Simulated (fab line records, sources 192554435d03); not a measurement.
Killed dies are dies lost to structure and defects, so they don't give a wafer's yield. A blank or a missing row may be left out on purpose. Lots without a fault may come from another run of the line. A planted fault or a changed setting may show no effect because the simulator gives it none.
Chamber matching | flow n5_finfet | N5_BEOL_M5_ETCH_67 on rie_diel-02: 4 sister chambers
The step etches SiARC in CF4, target depth 15.6 nm, time 26 s. 4 wafers are shown with their chamber, then 8 later ones without.

WAFERS WITH THEIR CHAMBER
wafer  | chamber | showerhead_plenum_p_Torr (Torr)
L074.4 | 0       | 2.20
L091.3 | 1       | 2.12
L091.5 | 2       | 2.11
L092.1 | 3       | 2.27

WAFERS WITHOUT THEIR CHAMBER
wafer  | showerhead_plenum_p_Torr (Torr)
L092.2 | 2.12
L092.5 | 2.10
L095.1 | 2.11
L095.4 | 2.27
L095.6 | 2.10
L097.1 | 2.27
L097.2 | 2.10
L097.5 | 2.27

WHICH CHAMBER EACH WENT THROUGH
wafer  | from the rows above     | in truth
L092.2 | can't be placed: 1 or 2 | 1
L092.5 | can't be placed: 2 or 1 | 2
L095.1 | can't be placed: 2 or 1 | 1
L095.4 | 3                       | 3
L095.6 | can't be placed: 2 or 1 | 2
L097.1 | 3                       | 3
L097.2 | can't be placed: 2 or 1 | 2
L097.5 | 3                       | 3
Placed correctly: 3 of 8. Can't be placed from these rows: 5 (the true chamber is among the candidates in 5). Placed wrongly: 0.
How it was worked out, from the rows above alone: a wafer's distance from a chamber is the root of the sum, over the readings, of the square of ((its reading less the chamber's mean) divided by the reading's scatter). The wafer belongs to the nearest chamber; if the next one is less than 2 further off, it can't be placed. A chamber's mean is the mean of its shown wafers. The scatter: with one shown wafer a chamber, the root of the mean of the squares of how far each hidden wafer lies from its nearest shown one.
